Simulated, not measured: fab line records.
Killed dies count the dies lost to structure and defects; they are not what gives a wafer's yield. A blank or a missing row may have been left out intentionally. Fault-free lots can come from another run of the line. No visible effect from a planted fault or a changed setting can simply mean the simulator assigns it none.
Matching of chambers -- flow n5Finfet -- pecvd-02 running N5_MIM_TOP_ETCH_PECVD_03: 3 sister chambers
The step deposits SiNx from SiH4/NH3/N2, target thk 20 nm, time 17.6 s. 3 wafers are shown with their chamber, then 7 later ones without.

## WAFERS, EACH WITH ITS CHAMBER
wafer,chamber,showerheadPlenumPTorr (Torr)
L076.4,2,5.18
L091.1,1,5.25
L091.2,0,5.15

## WAFERS MISSING THEIR CHAMBER
wafer,showerheadPlenumPTorr (Torr)
L091.4,5.24
L096.4,5.22
L096.5,5.18
L096.6,5.15
L097.2,5.13
L097.4,5.24
L097.5,5.16

## WHICH CHAMBER EACH WENT THROUGH
wafer,from the rows above,in truth
L091.4,1,1
L096.4,can't be placed: 1 or 2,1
L096.5,can't be placed: 2 or 0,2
L096.6,can't be placed: 0 or 2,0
L097.2,can't be placed: 0 or 2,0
L097.4,1,1
L097.5,can't be placed: 0 or 2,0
2 of 7 placed correctly. Unplaceable from these rows: 5, with the true chamber sitting among the candidates in 5. Wrongly placed: 0.
How it was worked out, from the rows above alone: a wafer's distance from a chamber is the root of the sum, over the readings, of the square of ((its reading less the chamber's mean) divided by the reading's scatter). If the next closest chamber is less than 2 further off than the closest, the wafer can't be placed; otherwise it belongs to the closest. The mean given for a chamber averages the wafers shown for that chamber. The scatter: with one shown wafer a chamber, the root of the mean of the squares of how far each hidden wafer lies from its nearest shown one.
